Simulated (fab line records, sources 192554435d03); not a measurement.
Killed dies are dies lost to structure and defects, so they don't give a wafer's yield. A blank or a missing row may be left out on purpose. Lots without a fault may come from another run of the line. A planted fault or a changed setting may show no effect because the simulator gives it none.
Which tool did it? | flow n5_finfet | 15 lots, 45 wafers sampled, at 5 steps of a route of 1938

WHAT THE GAUGES READ, wafer by wafer
N5_BEOL_M5_RS_MEAS_57: measures by four-point-probe.
lot  | measured     | on            | M5_RS (ohm/sq)
L421 | day 9 00:41  | film_metro-01 | 0.382 0.389 0.380
L420 | day 9 05:53  | film_metro-02 | 0.381 0.377 0.388
L424 | day 10 09:47 | film_metro-01 | 0.388 0.393 0.398
L425 | day 10 12:42 | film_metro-01 | 0.411 0.404 0.398
L426 | day 11 04:52 | film_metro-01 | 0.373 0.385 0.378
L428 | day 11 07:14 | film_metro-01 | 0.376 0.384 0.371
L431 | day 12 09:47 | film_metro-01 | 0.395 0.388 0.392
L432 | day 12 11:23 | film_metro-02 | 0.363 0.372 0.388
L433 | day 12 19:20 | film_metro-01 | 0.398 0.398 0.383
L434 | day 13 04:47 | film_metro-02 | 0.396 0.397 0.403
L438 | day 13 09:55 | film_metro-01 | 0.391 0.382 0.379
L441 | day 13 19:28 | film_metro-02 | 0.388 0.390 0.398
L439 | day 13 20:34 | film_metro-02 | 0.372 0.378 0.370
L440 | day 14 13:53 | film_metro-01 | 0.397 0.376 0.365
L442 | day 15 03:43 | film_metro-01 | 0.381 0.380 0.376

N5_BEOL_M6_CD_MEAS_18: pitch 80 nm, target cd 40 nm.
lot  | measured     | on        | cd_nm (nm)
L421 | day 9 05:03  | cd_sem-01 | 40.3 39.1 40.2
L420 | day 9 07:44  | cd_sem-03 | 39.5 39.3 39.1
L424 | day 10 12:08 | cd_sem-01 | 39.8 40.0 39.7
L425 | day 10 15:41 | cd_sem-02 | 39.0 39.8 40.0
L426 | day 11 07:05 | cd_sem-01 | 40.3 40.5 39.4
L428 | day 11 10:23 | cd_sem-02 | 40.5 40.2 40.5
L431 | day 12 11:34 | cd_sem-01 | - - -
L432 | day 12 14:43 | cd_sem-01 | - - -
L433 | day 12 22:28 | cd_sem-03 | - - -
L434 | day 13 10:23 | cd_sem-02 | 39.8 40.3 40.0
L438 | day 13 13:54 | cd_sem-01 | 40.7 39.6 41.2
L441 | day 13 21:22 | cd_sem-01 | 40.6 40.4 40.5
L439 | day 13 23:48 | cd_sem-03 | 40.3 40.2 41.1
L440 | day 14 17:11 | cd_sem-03 | 39.5 39.9 40.1
L442 | day 15 07:53 | cd_sem-02 | 39.8 40.0 40.0

WHICH TOOL RAN EACH LOT (tool, then ch and the chambers of the sampled wafers, then the start)
lot  | N5_BEOL_M6_ILD_DEP_00           | N5_BEOL_M6_CURE_74            | N5_BEOL_M6_HM_OPEN_17
L421 | pecvd-04 ch 0,1,2, day 9 00:44  | uv_cure-02 ch 1, day 9 00:58  | rie_metal-02 ch 0,1, day 9 04:50
L420 | pecvd-04 ch 0,2, day 9 05:56    | uv_cure-03 ch 1, day 9 06:05  | rie_metal-02 ch 0,1, day 9 07:32
L424 | pecvd-04 ch 0,1, day 10 09:51   | uv_cure-02 ch 1, day 10 09:56 | rie_metal-02 ch 0,1, day 10 11:58
L425 | pecvd-02 ch 0,1, day 10 12:46   | uv_cure-01 ch 1, day 10 12:51 | rie_metal-03 ch 0,1, day 10 15:31
L426 | pecvd-04 ch 1,2, day 11 04:56   | uv_cure-03 ch 0, day 11 05:07 | rie_metal-03 ch 0,1, day 11 06:50
L428 | pecvd-02 ch 1,2, day 11 07:18   | uv_cure-02 ch 0, day 11 07:26 | rie_metal-03 ch 0,1, day 11 10:12
L431 | pecvd-03 ch 0,1,2, day 12 09:52 | uv_cure-03 ch 0, day 12 10:08 | rie_metal-03 ch 0,1, day 12 11:25
L432 | pecvd-02 ch 0,1,2, day 12 11:28 | uv_cure-02 ch 1, day 12 11:45 | rie_metal-03 ch 0,1, day 12 14:26
L433 | pecvd-03 ch 0,1,2, day 12 19:24 | uv_cure-01 ch 2, day 12 19:28 | rie_metal-01 ch 0, day 12 22:11
L434 | pecvd-02 ch 1,2, day 13 04:51   | uv_cure-02 ch 1, day 13 04:55 | rie_metal-03 ch 1, day 13 10:04
L438 | pecvd-04 ch 0,2, day 13 09:59   | uv_cure-01 ch 1, day 13 10:03 | rie_metal-02 ch 0, day 13 13:38
L441 | pecvd-02 ch 1,2, day 13 19:32   | uv_cure-02 ch 2, day 13 19:35 | rie_metal-01 ch 0,1, day 13 21:11
L439 | pecvd-04 ch 1,2, day 13 20:37   | uv_cure-02 ch 0, day 13 20:41 | rie_metal-03 ch 0,1, day 13 23:37
L440 | pecvd-03 ch 0,2, day 14 13:57   | uv_cure-03 ch 1, day 14 14:10 | rie_metal-02 ch 0, day 14 16:52
L442 | pecvd-04 ch 0,2, day 15 03:47   | uv_cure-03 ch 0, day 15 03:56 | rie_metal-02 ch 0,1, day 15 07:42
- N5_BEOL_M6_ILD_DEP_00: deposits SiCOH lowk from DEMS/porogen, target thk 179.75 nm, time 33.4 s.
- N5_BEOL_M6_CURE_74: cures SiCOH lowk, time 240 s.
- N5_BEOL_M6_HM_OPEN_17: chemistry Cl2/BCl3, target TiN, target depth 20 nm, overetch 6 nm.

WHAT THE TOOLS THEMSELVES READ (means of the sampled wafers that have a number; where no wafer has one, the mark that the record gives instead)
N5_BEOL_M6_ILD_DEP_00.
lot  | tool     | heater_power_outer_w (W) | heater_power_w (W) | showerhead_plenum_p_Torr (Torr) | throttle_valve_pct (%)
L421 | pecvd-04 | 117                      | 271                | 5.755                           | 13.5
L420 | pecvd-04 | 120                      | 270                | 5.753                           | 13.6
L424 | pecvd-04 | 115                      | 281                | 5.734                           | 13.5
L425 | pecvd-02 | 173                      | 335                | 5.752                           | 14.1
L426 | pecvd-04 | 150                      | 312                | 5.761                           | 13.7
L428 | pecvd-02 | 182                      | 349                | 5.726                           | 13.1
L431 | pecvd-03 | 138                      | 304                | 5.741                           | 13.6
L432 | pecvd-02 | 175                      | 339                | 5.735                           | 13.7
L433 | pecvd-03 | 141                      | 305                | 5.740                           | 13.6
L434 | pecvd-02 | 173                      | 334                | 5.716                           | 14.0
L438 | pecvd-04 | 98                       | 251                | 5.762                           | 12.8
L441 | pecvd-02 | 197                      | 368                | 5.726                           | 13.0
L439 | pecvd-04 | 130                      | 303                | 5.741                           | 13.8
L440 | pecvd-03 | 134                      | 291                | 5.746                           | 13.3
L442 | pecvd-04 | 123                      | 277                | 5.751                           | 13.3

N5_BEOL_M6_CURE_74.
lot  | tool       | lamp_power_pct (%) | wafer_temp_C_max
L421 | uv_cure-02 | 52.33              | 386.5
L420 | uv_cure-03 | 52.39              | 386.3
L424 | uv_cure-02 | 52.32              | 386.6
L425 | uv_cure-01 | 52.34              | 387.6
L426 | uv_cure-03 | 52.27              | 386.9
L428 | uv_cure-02 | 52.28              | 387.0
L431 | uv_cure-03 | 52.33              | 386.4
L432 | uv_cure-02 | 52.26              | 386.5
L433 | uv_cure-01 | 52.29              | 386.1
L434 | uv_cure-02 | 52.36              | 386.5
L438 | uv_cure-01 | 52.32              | 387.4
L441 | uv_cure-02 | 52.32              | 386.6
L439 | uv_cure-02 | 52.30              | 387.0
L440 | uv_cure-03 | 52.32              | 386.6
L442 | uv_cure-03 | 52.31              | 386.6

N5_BEOL_M6_HM_OPEN_17.
lot  | tool         | bcl3_flow_sccm (sccm) | bias_w (W) | drypump_motor_current_A (A) | he_backside_leak_sccm (sccm) | oes_product_au (a.u.) | throttle_valve_pct (%)
L421 | rie_metal-02 | 21.79                 | 125.6      | 5.7                         | 3.71                         | 0.57                  | 22.34
L420 | rie_metal-02 | 21.72                 | 126.3      | 5.9                         | 3.57                         | 0.54                  | 22.29
L424 | rie_metal-02 | 21.75                 | 126.2      | 5.9                         | 3.59                         | 0.54                  | 22.29
L425 | rie_metal-03 | 21.75                 | 126.0      | 6.3                         | 3.36                         | 0.57                  | 22.23
L426 | rie_metal-03 | 21.73                 | 125.9      | 6.3                         | 3.20                         | 0.58                  | 22.21
L428 | rie_metal-03 | 21.83                 | 126.0      | 5.9                         | 3.23                         | 0.59                  | 22.40
L431 | rie_metal-03 | -                     | -          | -                           | -                            | -                     | -
L432 | rie_metal-03 | -                     | -          | -                           | -                            | -                     | -
L433 | rie_metal-01 | -                     | -          | -                           | -                            | -                     | -
L434 | rie_metal-03 | 21.89                 | 125.8      | 5.6                         | 3.13                         | 0.61                  | 22.53
L438 | rie_metal-02 | 21.75                 | 125.8      | 5.5                         | 3.71                         | 0.57                  | 22.43
L441 | rie_metal-01 | 21.72                 | 126.1      | 6.3                         | 3.31                         | 0.77                  | 21.74
L439 | rie_metal-03 | 21.75                 | 126.3      | 6.3                         | 3.23                         | 0.78                  | 22.03
L440 | rie_metal-02 | 21.78                 | 126.2      | 5.5                         | 3.71                         | 0.56                  | 22.43
L442 | rie_metal-02 | 21.80                 | 126.4      | 5.9                         | 3.40                         | 0.75                  | 22.19

THE ANSWER, worked out from the rows above alone
Rule: what is usual is taken from the lots themselves. Put in order of their means at a reading, lots are off if they are a third of the lots or fewer, leave a main group of 4 or more, and stand apart from it by a gap of 3 or more times the standard deviation of the main group's means; of several such gaps the widest counts. A main group whose means are all the same, to the digits that the tables above print for the reading, isn't used. A lot without any number at a reading at which 4 lots or more have one is off too. The other lots that the step has rows for count as sound. The gauges are gone through in route order, then the tools' own readings, and for those a lot's mean is taken as printed above. The first step at which some lot is off is used, and at that step the reading that is off furthest; a lot without a number counts as furthest.
Off: L431, L432, L433, at N5_BEOL_M6_CD_MEAS_18 (cd_nm). Without a number there: L431, L432, L433. The main group: mean 40.0 nm, standard deviation 0.37.
A tool fits if, at a process step before that reading, it ran every lot that is off, and no sound lot after the first of them. The gauges at N5_BEOL_M6_CD_MEAS_18 aren't tried: what is off there is off at N5_BEOL_M6_HM_OPEN_17 too, on other tools, and a gauge's error can't cause that. None of those tried fits.

WHAT THE SIMULATOR HAD PUT IN
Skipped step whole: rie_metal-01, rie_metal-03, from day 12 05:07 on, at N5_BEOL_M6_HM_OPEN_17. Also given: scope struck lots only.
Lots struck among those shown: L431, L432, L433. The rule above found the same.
